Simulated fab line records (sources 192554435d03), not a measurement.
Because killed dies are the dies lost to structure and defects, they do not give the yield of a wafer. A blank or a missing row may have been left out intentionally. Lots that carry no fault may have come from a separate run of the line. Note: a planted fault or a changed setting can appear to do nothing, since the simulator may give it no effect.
Lot-split experiment ; flow n5 finfet ; 21 wafers read from 7 lots, route of 1938 steps

## THE SPLIT ITSELF
At N5_BEOL_M2_ETCH_74 (etches underlayer in N2/H2, target depth 6.5 nm, time 5.2 s), the setting source w was moved away from the recipe's 840 W on 6 of the 21 wafers read, by +6.0% to +12.4%. The other wafers ran this setting at the recipe's value.

Reading taken at the split's own step.

## THE READING
rf vpp V, in V, at N5_BEOL_M2_ETCH_74 (etches underlayer in N2/H2, target depth 6.5 nm, time 5.2 s). Typical for fault-free wafers on this fab line: 523.5 V, with standard deviation 2.7 V.

wafer;tool, chamber at the split;source w as run, W;against the recipe;rf vpp V, V;against lot-mates on the recipe
L077.3;rie diel-01, 1;840;recipe;520.6;-
L077.5;rie diel-01, 0;840;recipe;522.5;-
L077.6;rie diel-01, 1;840;recipe;521.3;-
L078.1;rie diel-01, 0;840;recipe;521.8;-
L078.2;rie diel-01, 3;840;recipe;521.9;-
L078.6;rie diel-01, 0;840;recipe;522.4;-
L082.3;rie diel-06, 3;840;recipe;520.3;-
L082.4;rie diel-06, 0;840;recipe;529.1;-
L082.5;rie diel-06, 3;944;+12.4%;500.7;-24.0
L090.1;rie diel-02, 0;890.6;+6.0%;518.1;-4.9
L090.3;rie diel-02, 3;840;recipe;523.0;-
L090.6;rie diel-02, 2;890.6;+6.0%;514.5;-8.5
L092.1;rie diel-02, 3;840;recipe;524.4;-
L092.2;rie diel-02, 1;840;recipe;523.0;-
L092.6;rie diel-02, 0;840;recipe;527.4;-
L095.3;rie diel-01, 2;923.3;+9.9%;509.2;-14.1
L095.5;rie diel-01, 1;923.3;+9.9%;504.6;-18.7
L095.6;rie diel-01, 0;840;recipe;523.3;-
L094.3;rie diel-06, 2;840;recipe;526.0;-
L094.4;rie diel-06, 1;840;recipe;522.8;-
L094.6;rie diel-06, 1;897.5;+6.8%;510.9;-13.5

FIT RESULTS
A straight line over all 21 wafers: rf vpp V changes by -1.67 V for each +1% of source w; r = -0.94; the points scatter about the line by 2.6 V.
The same after taking each lot's own level away (the mean of its wafers on the recipe; 21 wafers): -1.72 V for each +1%; r = -0.95; scatter 2.4 V.
Per that fit: largest source w move, reading shift of 21 V.
Across the lots, their own levels run from 521.47 to 524.93 V, a range of 1.3 times the standard deviation given above.
Hence the lot-to-lot level has little effect on the slope; both slopes agree.
Check: -19.6 V against its lot-mates is what the line predicts for one of the wafers moved furthest among these (+12.4%) when that wafer is left out of the fit. It came out at -24 V against them.
Tool readings at the split's step, against how far the setting was moved: etch rf on time s r = -0.81; rf vpp V r = -0.94.

## OTHER SPLITS APPLIED TO THESE WAFERS
Other splits were also applied to these wafers ahead of the reading. Each is held against what the fit with the lots' levels taken away leaves over:
other split on the same wafers;wafers away from the commonest value;r with rf vpp V (lot level and that fit taken away)
N5_MOL_CONTACT_COAG_STRIP_108 temp c;9;+0.22
N5_BEOL_M0_SAQP_PECVD_04 time s;6;-0.09
N5_BEOL_M0_SAQP_COAT_82 spin rpm;5;+0.11
N5_BEOL_M0_ETCH_138 source w;8;-0.08

## THE WHOLE CHAIN: every reading that the file lists as answering this split, in the file's order
step;what it does;reading;change (the file's fit);r (the file's)
N5_BEOL_M2_ETCH_74;etches underlayer in N2/H2, target depth 6.5 nm, time 5.2 s;etch rf on time s;withheld for each +1% of the setting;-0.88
N5_BEOL_M2_ETCH_74;etches underlayer in N2/H2, target depth 6.5 nm, time 5.2 s;rf vpp V;-1.77 V for each +1% of the setting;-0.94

## THE FILE'S OWN FIT
rf vpp V changes by -1.77 V for each +1% of source w, r = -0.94.
